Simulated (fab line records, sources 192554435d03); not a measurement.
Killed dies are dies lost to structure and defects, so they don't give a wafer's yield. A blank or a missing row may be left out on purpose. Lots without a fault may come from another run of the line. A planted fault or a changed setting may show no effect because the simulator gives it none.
A struck lot beside a sound one | flow n5_finfet | 13 steps out of a route of 1938
Sound: wafers L517.1, L517.4, L517.5. Struck: wafer L514.3. The cause comes at the end.
At each step with rows: each side's tool, then ch and its chambers, then its first start. Under that, the readings that differ: sound wafers | struck wafers | difference of the means | sigmas: that difference in standard deviations of wafers without a fault.
alike: readings whose means differ by less than 2 such deviations, and words and numbers that are the same on both sides. not compared: withheld readings, readings that some wafer has no value for, bounds like >300 that may hide the same value, and numbers for which the record gives no deviation and whose values overlap.
The two part at a step that has a row with sigmas, a row that says differs or no value, or rows on one side only. Numbers that don't overlap but have no deviation are shown without sigmas and don't part them. A reading that every wafer of one side lacks parts them only if that side has two wafers or more.

N5_BEOL_M13_THK_MEAS_50: measures by xrf.
  sound on film_metro-02, day 12 14:50; struck on film_metro-01, day 11 14:37
  alike: M13_THK
then, 1 step without rows for these wafers: N5_BEOL_M13_PRE_CLEAN_52 (time 15 s).
N5_BEOL_M13_DEP_53: deposits SiCN from 3MS/NH3, target thk 50 nm, time 17.8 s.
  sound on pecvd-04 ch 0,2, day 12 14:53; struck on pecvd-04 ch 2, day 11 14:40
  alike: chamber_pressure_Torr, showerhead_plenum_p_Torr, throttle_valve_pct
  not compared: since_wet_clean_h
N5_BEOL_M13_RS_MEAS_54: measures by four-point-probe.
  sound on film_metro-01, day 12 14:57; struck on film_metro-01, day 11 14:44
  alike: M13_RS
N5_BEOL_M14_ILD_DEP_00: deposits SiO2 from TEOS/O2, target thk 1119.3 nm, time 237.4 s.
  sound on pecvd-02 ch 1,2, day 12 15:01; struck on pecvd-03 ch 0, day 11 14:48
  alike: chamber_pressure_Torr, heater_power_w, showerhead_plenum_p_Torr, throttle_valve_pct
  not compared: since_wet_clean_h
N5_BEOL_M14_THK_MEAS_01:
  sound on film_metro-02, day 12 15:13; struck on film_metro-02, day 11 14:59
  reading          | sound          | struck | difference | sigmas
  M14_ILD_THK (nm) | 1138 1161 1130 | 1097   | -46        | -3
then, 5 steps without rows for these wafers: N5_BEOL_M14_COAT_58 (time 60 s, resist thk 89 nm); N5_BEOL_M14_COAT_04 (resist thk 800 nm); N5_BEOL_M14_EBR_06; N5_BEOL_M14_SOFTBAKE_05 (time 60 s); N5_BEOL_M14_EXPOSE_07 (exposes mask V13).
N5_BEOL_M14_PEB_08: peb time 90 s.
  sound on litho_track-04 ch 0, day 12 15:24; struck on litho_track-04, day 11 15:19
  not compared: chill_plate_temp_C, exhaust_pa
then, 1 step without rows for these wafers: N5_BEOL_M14_DEVELOP_09 (develop time 45 s).

WHERE THEY PART
Only at N5_BEOL_M14_THK_MEAS_01, within this record.

WHY: what the simulator had put in
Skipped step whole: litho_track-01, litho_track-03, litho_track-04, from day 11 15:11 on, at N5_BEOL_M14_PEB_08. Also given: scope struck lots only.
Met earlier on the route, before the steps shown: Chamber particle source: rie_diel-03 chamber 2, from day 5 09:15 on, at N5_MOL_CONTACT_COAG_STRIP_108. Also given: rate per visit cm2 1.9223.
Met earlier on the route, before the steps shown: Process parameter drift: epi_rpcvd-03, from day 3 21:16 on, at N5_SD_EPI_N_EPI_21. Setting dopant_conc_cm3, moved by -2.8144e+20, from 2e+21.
